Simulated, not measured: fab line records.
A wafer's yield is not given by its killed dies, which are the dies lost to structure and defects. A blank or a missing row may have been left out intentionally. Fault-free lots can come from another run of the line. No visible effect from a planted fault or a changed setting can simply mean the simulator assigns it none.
Chamber matching + flow n5-finfet + 4 sister chambers for N5_GATE_CUT_HM_OPEN_40 on rie-diel-02
The step chemistry C4F6/O2, target SiO2, target depth 139 nm, time 85.1 s. 24 wafers are shown with their chamber, then 12 later ones without.

## WAFERS, EACH WITH ITS CHAMBER
| wafer  | chamber | rf-vpp-V (V) | showerhead-plenum-p-Torr (Torr) | drypump-motor-current-A (A) |
|--------|---------|--------------|---------------------------------|-----------------------------|
| L074.1 | 0       | 686          | 2.87                            | 5.1                         |
| L074.2 | 1       | 629          | 2.77                            | 6.0                         |
| L074.4 | 2       | 639          | 2.82                            | 5.9                         |
| L075.3 | 1       | 631          | 2.76                            | 6.0                         |
| L075.4 | 3       | 644          | 2.97                            | 5.5                         |
| L075.6 | 3       | 646          | 2.97                            | 5.5                         |
| L077.1 | 2       | 638          | 2.82                            | 5.9                         |
| L077.2 | 3       | 645          | 2.97                            | 5.5                         |
| L077.5 | 3       | 645          | 2.97                            | 5.5                         |
| L079.1 | 3       | 646          | 2.97                            | 5.5                         |
| L079.2 | 0       | 687          | 2.87                            | 5.0                         |
| L079.6 | 2       | 638          | 2.81                            | 5.9                         |
| L081.2 | 2       | 638          | 2.81                            | 5.9                         |
| L081.3 | 0       | 686          | 2.86                            | 5.0                         |
| L081.6 | 1       | 630          | 2.76                            | 6.0                         |
| L082.1 | 1       | 630          | 2.76                            | 6.0                         |
| L082.2 | 2       | 639          | 2.81                            | 5.9                         |
| L082.6 | 3       | 644          | 2.96                            | 5.5                         |
| L083.1 | 1       | 629          | 2.76                            | 6.0                         |
| L083.2 | 2       | 638          | 2.81                            | 5.9                         |
| L083.5 | 0       | 685          | 2.86                            | 5.1                         |
| L084.2 | 2       | 639          | 2.81                            | 5.9                         |
| L084.4 | 1       | 629          | 2.76                            | 6.1                         |
| L084.5 | 1       | 630          | 2.76                            | 6.0                         |

SIGNATURES (averages over the wafers above)
| reading                  | chamber 0 | chamber 1 | chamber 2 | chamber 3 | scatter within a chamber |
|--------------------------|-----------|-----------|-----------|-----------|--------------------------|
| rf-vpp-V                 | 686.00    | 629.71    | 638.43    | 645.00    | 0.746                    |
| showerhead-plenum-p-Torr | 2.8650    | 2.7614    | 2.8129    | 2.9683    | 0.00454                  |
| drypump-motor-current-A  | 5.050     | 6.014     | 5.900     | 5.500     | 0.0305                   |
Rule: a wafer's distance from a chamber is the root of the sum, over the readings, of the square of ((its reading less the chamber's mean) divided by the reading's scatter). The wafer belongs to the nearest chamber; if the next one is less than 2 further off, it can't be placed. How the scatter is found: for the shown wafers, subtract from each reading the mean of its chamber, square and add these, divide the total by (wafers less chambers), then take the root.

## WAFERS WHOSE CHAMBER IS MISSING
| wafer  | rf-vpp-V (V) | showerhead-plenum-p-Torr (Torr) | drypump-motor-current-A (A) |
|--------|--------------|---------------------------------|-----------------------------|
| L086.1 | 644          | 2.96                            | 5.5                         |
| L086.4 | 630          | 2.76                            | 6.0                         |
| L086.5 | 637          | 2.81                            | 5.9                         |
| L087.1 | 638          | 2.81                            | 5.9                         |
| L087.4 | 685          | 2.86                            | 5.0                         |
| L087.5 | 637          | 2.81                            | 5.9                         |
| L088.1 | 629          | 2.75                            | 6.0                         |
| L088.3 | 644          | 2.96                            | 5.5                         |
| L088.6 | 638          | 2.81                            | 5.9                         |
| L093.1 | 637          | 2.80                            | 5.9                         |
| L093.5 | 685          | 2.85                            | 5.0                         |
| L093.6 | 644          | 2.96                            | 5.4                         |

## EACH ONE'S CHAMBER
| wafer  | from the rows above | in truth |
|--------|---------------------|----------|
| L086.1 | 3                   | 3        |
| L086.4 | 1                   | 1        |
| L086.5 | 2                   | 2        |
| L087.1 | 2                   | 2        |
| L087.4 | 0                   | 0        |
| L087.5 | 2                   | 2        |
| L088.1 | 1                   | 1        |
| L088.3 | 3                   | 3        |
| L088.6 | 2                   | 2        |
| L093.1 | 2                   | 2        |
| L093.5 | 0                   | 0        |
| L093.6 | 3                   | 3        |
Correctly placed: 12 of 12. Number that these rows cannot place: 0. Wrongly placed: 0.
